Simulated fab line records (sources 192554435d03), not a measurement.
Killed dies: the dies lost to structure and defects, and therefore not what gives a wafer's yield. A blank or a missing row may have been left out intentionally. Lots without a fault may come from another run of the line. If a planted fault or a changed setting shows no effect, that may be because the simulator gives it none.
fab line records	flow n5-finfet
[record] lots = 11	wafers = 33	last-day = 19
route steps=1938 shown BEOL_M6@1253 MIM_TOP@1835 MIM_BOT_ETCH@1867 TV_OPEN@1890 PASSIVATION@1936
lots untouched by any fault: they come from a run of this same line in which no faults occurred
start-h: start of the lot's first displayed wafer, in hours after the record's first day	wait-h: how many hours have passed since the lot's step before this one	" repeats the value in the row above	L1.1+2: one row covering several wafers at once	- either no value or no given start	* or withheld: withheld	< > ~ a bound
route shown NAME@n: a module of which the file shows steps, and the number in the route of the first	usual: mean/standard deviation of fault-free wafers	same: alike in all rows	chamber/n: place in a boat	sites: each site's reading	_std_site: the standard deviation of these	_edge_site: mean of outer sites minus mean of inner sites	radius-mm: for every site, how far away it sits from the centre of the wafer	mask NAME#n: copy n	behind: the last tool/chamber to shape the wafer	hold: cause of the lot's hold/its duration in hours/its outcome	device: transistor that didn't switch, given as n, p or np	end of line: the tests these same wafers got at the end of their route	step lacking rows: just its recipe	killed: count of dies lost to structure and defects at first sort (not the wafer's yield)	map: shows each die of a wafer: x if killed, . if not, _ if none is there
set.NAME: the setting the step ran with; set.NAME@STEP: the setting that earlier step ran with	model.NAME: the simulator's own value behind a step, which no gauge read
one table for each step of the route and one row for each wafer, over a sample of lots
services: from which hour (start-h, from the record's first day; less than 0 if before it) a tool's chamber was out of use, for how many hours, and why
[[steps]]
[step N5_BEOL_M6_CVD_78]
[recipe] material = Co	target-thk-a = 20	temp-c = withheld	precursor = CCTBA/H2	pressure-torr = 30	time-s = 142.3
lot.wafer	tool	chamber	start-h	wait-h	since-wet-clean-h
L291.2	cvd-co-01	2	216.70	0.2	517
L291.3	"	0	"	"	977
L291.5	"	2	"	"	-
L295.2	cvd-co-02	2	241.62	0.1	324
L295.3	"	0	"	"	783
L295.5	"	2	"	"	-
L293.1	cvd-co-01	1	242.56	0.0	94
L293.2	"	0	"	"	1003
L293.5	"	2	"	"	-
L297.3	cvd-co-01	1	250.71	0.0	103
L297.5	"	0	"	"	-
L297.6	"	1	"	"	-
L298.2	cvd-co-01	0	254.25	0.1	1014
L298.3	"	1	"	"	106
L298.5	"	1	"	"	-
L299.1	cvd-co-01	0	264.18	0.1	1024
L299.3	"	1	"	"	116
L299.4	"	2	"	"	-
L300.1	cvd-co-01	1	270.40	0.3	122
L300.3	"	0	"	"	1030
L300.5	"	2	"	"	-
L301.2	cvd-co-01	0	279.14	0.2	1039
L301.4	"	0	"	"	-
L301.6	"	2	"	"	-
L309.1	cvd-co-02	1	325.04	0.3	1304
L309.5	"	2	"	"	-
L309.6	"	0	"	"	-
L313.1	cvd-co-01	1	347.58	0.0	199
L313.3	"	2	"	"	648
L313.4	"	1	"	"	-
L314.2	cvd-co-01	1	364.23	0.2	216
L314.3	"	2	"	"	665
L314.5	"	0	"	"	-
[step N5_MIM_TOP_ALD_01]
[recipe] material = HfO2	target-thk-a = 56	temp-c = withheld	ald-precursor-family = Hf-amide	ald-co-reactant = O3	pulse-time-s = 1	purge-time-s = 3	co-reactant-purge-time-s = 2	co-reactant-pulse-time-s = 3	ald-cycles = 62
[usual] precursor-pulse-height-rel = 0.996/0.02
[same] pulse-time-s = 1
lot.wafer	tool	chamber	start-h	wait-h	precursor-pulse-height-rel	since-wet-clean-h
L291.2	ald-hk-03	2	-	-	0.976	1166
L291.3	"	0	"	"	1.031	1166
L291.5	"	1	"	"	0.997	-
L295.2	ald-hk-01	0	-	-	0.992	2093
L295.3	"	1	"	"	0.978	2093
L295.5	"	1	"	"	1.007	-
L293.1	ald-hk-01	1	-	-	0.965	2096
L293.2	"	3	"	"	0.984	2096
L293.5	"	0	"	"	1.000	-
L297.3	ald-hk-02	1	-	-	1.005	299
L297.5	"	3	"	"	1.016	-
L297.6	"	2	"	"	0.976	-
L298.2	ald-hk-01	0	-	-	0.977	2115
L298.3	"	1	"	"	1.037	2115
L298.5	"	1	"	"	0.999	-
L299.1	ald-hk-01	0	-	-	0.986	2121
L299.3	"	2	"	"	0.981	2121
L299.4	"	3	"	"	0.984	2121
L300.1	ald-hk-02	3	-	-	1.011	318
L300.3	"	0	"	"	1.016	318
L300.5	"	1	"	"	0.979	-
L301.2	ald-hk-02	0	-	-	0.975	327
L301.4	"	1	"	"	0.978	327
L301.6	"	0	"	"	0.998	-
L309.1	ald-hk-03	3	-	-	0.987	1284
L309.5	"	1	"	"	0.996	-
L309.6	"	0	"	"	0.974	-
L314.2	ald-hk-03	0	-	-	0.985	1312
L314.3	"	2	"	"	0.987	1312
L314.5	"	1	"	"	0.988	-
L313.1	ald-hk-02	3	-	-	0.998	408
L313.3	"	1	"	"	1.026	408
L313.4	"	0	"	"	1.000	408
[step N5_MIM_BOT_ETCH_ETCH_03]
[recipe] chemistry = Cl2/BCl3	target-depth-a = 120	pressure-mtorr = 8	icp-w = 800	bias-w = 100	Cl2_flow_sccm = 20	bcl3-flow-sccm = 80
[usual] drypump-motor-current-A = 5.4/0.33	he-backside-leak-sccm = 3.43/0.25	oes-product-au = 0.82/0.11	throttle-valve-pct = 27.53/0.23
lot.wafer	tool	chamber	start-h	wait-h	drypump-motor-current-A	he-backside-leak-sccm	oes-product-au	rf-hours-counter-h	throttle-valve-pct
L291.2	rie-metal-01	0	288.53	0.1	5.1	3.92	0.66	-	27.87
L291.3	"	0	"	"	5.1	3.87	0.66	-	27.87
L291.5	"	0	"	"	5.1	3.79	0.66	-	27.88
L295.2	rie-metal-02	1	319.10	0.1	5.8	3.72	0.90	11	27.42
L295.3	"	0	"	"	5.3	3.42	1.00	-	27.32
L295.5	"	0	"	"	5.3	3.38	1.00	-	27.31
L293.1	rie-metal-03	1	324.59	0.1	5.2	3.09	0.84	29	27.23
L293.2	"	0	"	"	5.3	3.65	0.90	12	27.70
L293.5	"	1	"	"	5.2	3.22	0.83	-	27.23
L297.3	rie-metal-01	1	331.32	0.1	6.1	3.60	0.66	-	27.69
L297.5	"	0	"	"	5.1	3.75	0.66	-	27.86
L297.6	"	1	"	"	6.1	3.53	0.65	-	27.68
L298.2	rie-metal-03	1	341.58	0.1	5.2	3.15	0.82	31	27.24
L298.3	"	1	"	"	5.2	3.12	0.81	-	27.24
L298.5	"	0	"	"	5.3	3.38	0.89	-	27.69
L299.1	rie-metal-02	1	347.59	0.1	5.8	3.77	0.88	14	27.43
L299.3	"	0	"	"	5.3	3.30	0.94	-	27.32
L299.4	"	1	"	"	5.8	3.51	0.89	-	27.42
L300.1	rie-metal-01	1	350.05	0.1	6.1	3.42	0.65	98	27.69
L300.3	"	1	"	"	6.1	3.24	0.64	-	27.69
L300.5	"	0	"	"	5.1	3.66	0.65	-	27.89
L301.2	rie-metal-03	0	359.48	0.1	5.3	3.42	0.88	16	27.68
L301.4	"	0	"	"	5.3	3.56	0.87	-	27.69
L301.6	"	1	"	"	5.3	3.09	0.81	-	27.23
L309.1	rie-metal-02	1	407.39	0.1	5.8	3.59	0.87	19	27.45
L309.5	"	1	"	"	5.8	3.70	0.88	-	27.42
L309.6	"	0	"	"	5.3	3.39	0.91	-	27.34
L314.2	rie-metal-03	1	435.46	0.1	5.2	3.05	0.80	40	27.26
L314.3	"	1	"	"	5.2	3.25	0.79	-	27.25
L314.5	"	1	"	"	5.2	3.20	0.79	-	27.26
L313.1	rie-metal-03	0	442.85	0.1	5.3	3.45	0.85	24	27.72
L313.3	"	0	"	"	5.3	3.51	0.84	-	27.70
L313.4	"	1	"	"	5.2	3.06	0.79	-	27.26
[step N5_PASSIVATION_ETCH_15]
[recipe] chemistry = CF4/N2	target = SiCN	target-depth-a = 750	taper-deg = 2	time-s = 81.2	ion-energy-ev = 150	mask-material = SiNx	pressure-mtorr = 40	source-w = 430	bias-w = 70	Ar_flow_sccm = 100	cf4-flow-sccm = 60	n2-flow-sccm = 60
[usual] drypump-motor-current-A = 5.7/0.64	mfc-ar-sccm = 100.0/0.32	n2-flow-sccm = 60.00/0.2	oes-product-au = 0.79/0.071	rf-vpp-V = 382.2/1.9	showerhead-plenum-p-Torr = 2.20/0.069	throttle-valve-pct = 15.42/0.19
lot.wafer	tool	chamber	start-h	wait-h	drypump-motor-current-A	mfc-ar-sccm	n2-flow-sccm	oes-product-au	rf-hours-counter-h	rf-vpp-V	showerhead-plenum-p-Torr	throttle-valve-pct
L291.2	rie-diel-01	1	-	-	6.8	100.3	59.88	0.78	115	382.1	2.22	15.39
L291.3	"	3	"	"	5.4	99.8	59.83	0.87	36	381.4	2.16	15.08
L291.5	"	2	"	"	4.9	99.9	59.90	0.73	-	380.6	2.11	15.52
L295.2	rie-diel-06	2	-	-	6.6	100.3	60.10	0.86	50	384.2	2.24	15.44
L295.3	"	0	"	"	6.3	100.1	59.96	0.83	70	380.5	2.24	15.25
L295.5	"	3	"	"	5.1	99.9	59.94	0.68	-	380.3	2.08	15.89
L293.1	rie-diel-06	1	-	-	4.9	100.7	59.95	0.69	242	382.0	2.17	15.59
L293.2	"	3	"	"	5.1	100.0	60.14	0.67	249	379.3	2.08	15.89
L293.5	"	1	"	"	4.9	99.9	59.97	0.70	-	380.2	2.17	15.58
L297.3	rie-diel-06	3	-	-	5.1	99.8	60.14	0.68	250	379.8	2.08	15.89
L297.5	"	3	"	"	5.1	99.4	60.10	0.68	-	377.6	2.08	15.88
L297.6	"	0	"	"	6.3	99.8	60.11	0.84	-	383.6	2.24	15.25
L298.2	rie-diel-01	0	-	-	5.4	100.1	59.80	0.78	122	382.5	2.22	15.39
L298.3	"	2	"	"	4.9	100.4	60.04	0.72	194	380.3	2.11	15.57
L298.5	"	0	"	"	5.4	100.5	59.87	0.77	-	381.9	2.22	15.38
L299.1	rie-diel-06	1	-	-	4.9	100.1	59.91	0.69	252	380.7	2.17	15.61
L299.3	"	0	"	"	6.2	100.0	59.88	0.84	82	384.2	2.24	15.27
L299.4	"	0	"	"	6.3	100.2	59.84	0.83	-	384.3	2.24	15.27
L300.1	rie-diel-04	3	-	-	5.9	100.0	60.17	0.83	77	383.9	2.23	15.29
L300.3	"	0	"	"	5.4	100.5	59.97	0.87	65	384.4	2.33	15.29
L300.5	"	0	"	"	5.3	100.1	59.92	0.87	-	386.1	2.33	15.28
L301.2	rie-diel-01	0	-	-	5.4	100.6	59.95	0.77	126	382.1	2.22	15.40
L301.4	"	2	"	"	4.9	99.6	60.01	0.71	200	380.1	2.11	15.59
L301.6	"	2	"	"	4.9	99.6	59.88	0.71	-	380.1	2.11	15.57
L309.1	rie-diel-04	0	-	-	5.4	100.1	59.84	0.84	80	384.4	2.32	15.29
L309.5	"	0	"	"	5.3	99.8	59.75	0.84	-	384.4	2.32	15.30
L309.6	"	3	"	"	5.8	99.7	60.14	0.81	-	382.0	2.22	15.32
L314.2	rie-diel-04	1	-	-	5.9	100.1	60.38	0.71	222	383.7	2.27	15.69
L314.3	"	3	"	"	5.8	99.6	59.86	0.79	102	383.2	2.22	15.35
L314.5	"	0	"	"	5.3	99.6	60.28	0.84	-	385.3	2.32	15.32
L313.1	rie-diel-06	3	-	-	5.1	100.1	59.98	0.90	31	386.0	2.34	15.45
L313.3	"	1	"	"	5.0	101.0	60.13	0.91	23	380.4	2.16	15.13
L313.4	"	3	"	"	5.1	100.4	60.35	0.90	-	386.0	2.34	15.45
[step N5_PASSIVATION_PROBE_49]
[usual] defect-limited-yield = 91.5/1.3	killed_at_M0_to_M3 = 33/10	killed_at_M4_up = 13/4	killed-at-contacts = 12/6.3	killed-at-front-end = 39/11	killed-at-other = 3.4/2.6	killed-dies = 100/15	killed-on-rim = 13/4	killed-open = 65/11	killed-short = 34/7.8	sort_bin_5_function = 5.0/0.89	sort_bin_6_memory = 3.2/0.58	sort-n-pass = 1080/15	sort-yield-pct = 91.5/1.3
[same] gross-dies = 1180	killed-at-back-side = 0	sort_bin_4_leakage[%] = 0	sort_bin_8_speed[%] = 0
lot.wafer	tool	chamber	start-h	wait-h	defect-limited-yield[%]	killed_at_M0_to_M3	killed_at_M4_up	killed-at-contacts	killed-at-front-end	killed-at-other	killed-dies	killed-on-rim	killed-open	killed-short	sort_bin_5_function[%]	sort_bin_6_memory[%]	sort-n-pass	sort-yield-pct[%]
L300.1	prober-02	-	361.92	0.0	88.3	36	11	8	79	4	138	24	78	60	7.5	3.6	1042	88.3
L300.3	prober-02	-	362.02	0.1	89.7	38	15	22	41	6	122	23	75	42	5.0	4.5	1058	89.7
L300.5	prober-02	-	362.12	0.2	85.4	16	86	8	58	4	172	33	58	39	8.4	3.6	1008	85.4
L301.2	prober-01	-	369.42	0.1	90.1	50	12	7	43	5	117	20	74	42	5.5	4.1	1063	90.1
L301.4	prober-01	-	369.52	0.2	91.8	39	12	23	16	7	97	11	55	39	4.7	3.2	1083	91.8
L301.6	prober-01	-	369.62	0.3	84.7	36	89	22	29	4	180	30	70	30	8.8	4.0	1000	84.7
// killed by level:class
L300.1 FIN_SAQP:geometric-particle:short=25 FIN_SAQP:geometric-particle:open=13 BEOL_M3:geometric-particle:open=11 GATE_CUT:geometric-particle:open=11 GATE_CUT:geometric-particle:short=11 BEOL_M0_SAQP:geometric-particle:short=9 MOL_CONTACT_COAG:geometric-particle:open=8 STI_FIN_REVEAL:geometric-particle:open=7
L300.3 MOL_CONTACT_COAG:geometric-particle:open=21 FIN_SAQP:geometric-particle:short=12 BEOL_M0_SAQP:geometric-particle:short=12 BEOL_M2:geometric-particle:open=8 BEOL_M3:geometric-particle:open=8 FIN_SAQP:geometric-particle:open=7 BEOL_M0_SAQP:geometric-particle:open=5 STARTING-WAFER:geometric-particle:open=4
L300.5 BEOL_M6:unspecified=75 FIN_SAQP:geometric-particle:open=20 FIN_SAQP:geometric-particle:short=11 MOL_CONTACT_COAG:geometric-particle:open=7 STARTING-WAFER:geometric-particle:short=5 GATE_CUT:geometric-particle:short=4 BEOL_M3:geometric-particle:open=4 BEOL_M5:geometric-particle:open=4
L301.2 FIN_SAQP:geometric-particle:open=15 BEOL_M0_SAQP:geometric-particle:open=13 FIN_SAQP:geometric-particle:short=12 BEOL_M0_SAQP:geometric-particle:short=12 BEOL_M3:geometric-particle:open=11 MOL_CONTACT_COAG:geometric-particle:open=7 BEOL_M1:geometric-particle:open=6 BEOL_M4:geometric-particle:open=6
L301.4 MOL_CONTACT_COAG:geometric-particle:open=14 BEOL_M0_SAQP:geometric-particle:short=11 BEOL_M3:geometric-particle:open=11 MOL_CONTACT_COAG:geometric-particle:short=9 BEOL_M2:geometric-particle:open=6 FIN_SAQP:geometric-particle:short=5 BEOL_M0_SAQP:geometric-particle:open=5 FIN_SAQP:geometric-particle:open=4
L301.6 BEOL_M6:unspecified=79 MOL_CONTACT_COAG:geometric-particle:open=17 BEOL_M3:geometric-particle:open=12 BEOL_M0_SAQP:geometric-particle:open=10 FIN_SAQP:geometric-particle:short=8 STI_FIN_REVEAL:geometric-particle:open=7 FIN_SAQP:geometric-particle:open=7 MOL_CONTACT_COAG:geometric-particle:short=5
[[services]]
tool	chamber	start-h	hours	kind
rie-diel-01	0	196.72	1.8	repair
rie-diel-01	1	196.83	5.2	repair
rie-diel-06	-	213.84	2.8	pm
rie-metal-02	-	213.88	0.3	repair
rie-diel-04	-	228.29	14.6	pm
rie-metal-03	-	228.89	0.2	repair
rie-diel-01	2	247.70	9.1	repair
rie-diel-04	2	255.92	2.1	repair
rie-diel-01	3	261.33	9.2	repair
rie-metal-01	1	285.68	20.6	repair
rie-diel-01	-	326.60	0.4	repair
cvd-co-02	2	329.57	7.7	repair
rie-metal-02	-	331.56	0.9	repair
rie-diel-06	3	333.41	3.6	repair
rie-diel-01	-	344.99	2.8	pm
ald-hk-03	-	370.12	1.1	repair
ald-hk-02	-	371.26	0.8	repair
rie-diel-01	1	375.05	1.9	repair
rie-diel-06	3	387.37	2.9	repair
rie-metal-01	-	419.99	1.6	repair
ald-hk-02	-	425.82	0.9	repair
ald-hk-03	-	434.48	8.7	pm
ald-hk-01	-	437.10	0.2	repair
rie-diel-06	2	441.18	9.8	repair
[[key]]
[first-sign] step = N5_PASSIVATION_PROBE_49	reading = killed_at_M4_up	direction = up	sigmas = 19	usual = 13	struck = 88
[effect] step = N5_PASSIVATION_PROBE_49	reading = killed-dies	direction = up	sigmas = 5	usual = 100	struck = 176
[more-kills-born-at] N5_BEOL_M6_CVD_78@cvd-co-01 = 154
met-at N5_BEOL_M6_CVD_78
struck-lots L300,L301
struck-wafers L300.5,L301.6
not-acting-at N5_MIM_TOP_ALD_01,N5_MIM_BOT_ETCH_ETCH_03,N5_PASSIVATION_ETCH_15
onset-between 264.18 270.40
[fault] kind = chamber-particle-source	tool = cvd-co-01	chamber = 2	onset-h = 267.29	steps = N5_BEOL_M6_CVD_78	rate-per-visit-cm2 = 1.3963	end-h = 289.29
